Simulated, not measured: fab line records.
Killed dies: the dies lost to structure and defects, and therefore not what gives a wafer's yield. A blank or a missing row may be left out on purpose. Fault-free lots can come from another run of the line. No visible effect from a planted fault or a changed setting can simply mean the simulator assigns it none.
Chamber matching :: flow nand-harc :: pecvd-04 running NHARC_A_CONTACT_DEP_85: 3 sister chambers
The step deposits SiON, target thk 50 nm. 27 wafers are shown with their chamber, then 12 later ones without.

## WAFERS, EACH WITH ITS CHAMBER
wafer: L074.1
chamber: 0
heater-power-w (W): 788

wafer: L074.5
chamber: 1
heater-power-w (W): 698

wafer: L074.6
chamber: 2
heater-power-w (W): 767

wafer: L076.1
chamber: 1
heater-power-w (W): 734

wafer: L076.3
chamber: 2
heater-power-w (W): 683

wafer: L076.4
chamber: 1
heater-power-w (W): 735

wafer: L078.1
chamber: 1
heater-power-w (W): 678

wafer: L078.4
chamber: 2
heater-power-w (W): 697

wafer: L078.5
chamber: 0
heater-power-w (W): 774

wafer: L083.3
chamber: 2
heater-power-w (W): 758

wafer: L083.5
chamber: 1
heater-power-w (W): 708

wafer: L083.6
chamber: 0
heater-power-w (W): 638

wafer: L084.1
chamber: 1
heater-power-w (W): 777

wafer: L084.3
chamber: 0
heater-power-w (W): 719

wafer: L084.5
chamber: 2
heater-power-w (W): 790

wafer: L080.1
chamber: 1
heater-power-w (W): 696

wafer: L080.2
chamber: 2
heater-power-w (W): 650

wafer: L080.4
chamber: 0
heater-power-w (W): 653

wafer: L086.2
chamber: 2
heater-power-w (W): 746

wafer: L086.4
chamber: 1
heater-power-w (W): 697

wafer: L086.6
chamber: 0
heater-power-w (W): 636

wafer: L089.2
chamber: 1
heater-power-w (W): 757

wafer: L089.3
chamber: 2
heater-power-w (W): 729

wafer: L089.6
chamber: 0
heater-power-w (W): 726

wafer: L090.1
chamber: 2
heater-power-w (W): 699

wafer: L090.2
chamber: 0
heater-power-w (W): 685

wafer: L090.5
chamber: 0
heater-power-w (W): 700

SIGNATURES (means of the wafers above)
reading: heater-power-w
chamber 0: 702.11
chamber 1: 720.00
chamber 2: 724.33
scatter within a chamber: 45.4
Rule: a wafer's distance from a chamber is the root of the sum, over the readings, of the square of ((its reading less the chamber's mean) divided by the reading's scatter). If the next closest chamber is less than 2 further off than the closest, the wafer can't be placed; otherwise it belongs to the closest. The scatter: take each reading less its chamber's mean, square it, sum over the shown wafers, divide by the number of wafers less the number of chambers, and take the root.

## WAFERS WHOSE CHAMBER IS MISSING
wafer: L092.2
heater-power-w (W): 674

wafer: L092.5
heater-power-w (W): 672

wafer: L092.6
heater-power-w (W): 738

wafer: L092.1
heater-power-w (W): 773

wafer: L092.3
heater-power-w (W): 747

wafer: L092.4
heater-power-w (W): 769

wafer: L097.1
heater-power-w (W): 798

wafer: L097.2
heater-power-w (W): 694

wafer: L097.5
heater-power-w (W): 676

wafer: L097.3
heater-power-w (W): 667

wafer: L097.4
heater-power-w (W): 686

wafer: L097.6
heater-power-w (W): 764

## THE CHAMBER EACH PASSED THROUGH
wafer: L092.2
from the rows above: can't be placed: 0 or 1 or 2
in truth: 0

wafer: L092.5
from the rows above: can't be placed: 0 or 1 or 2
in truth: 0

wafer: L092.6
from the rows above: can't be placed: 2 or 1 or 0
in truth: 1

wafer: L092.1
from the rows above: can't be placed: 2 or 1 or 0
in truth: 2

wafer: L092.3
from the rows above: can't be placed: 2 or 1 or 0
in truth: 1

wafer: L092.4
from the rows above: can't be placed: 2 or 1 or 0
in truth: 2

wafer: L097.1
from the rows above: can't be placed: 2 or 1 or 0
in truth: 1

wafer: L097.2
from the rows above: can't be placed: 0 or 1 or 2
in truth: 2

wafer: L097.5
from the rows above: can't be placed: 0 or 1 or 2
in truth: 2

wafer: L097.3
from the rows above: can't be placed: 0 or 1 or 2
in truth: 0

wafer: L097.4
from the rows above: can't be placed: 0 or 1 or 2
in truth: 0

wafer: L097.6
from the rows above: can't be placed: 2 or 1 or 0
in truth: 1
Correct placement for 0 of the 12. Unplaceable from these rows: 12, with the true chamber sitting among the candidates in 12. Placed wrongly: 0.
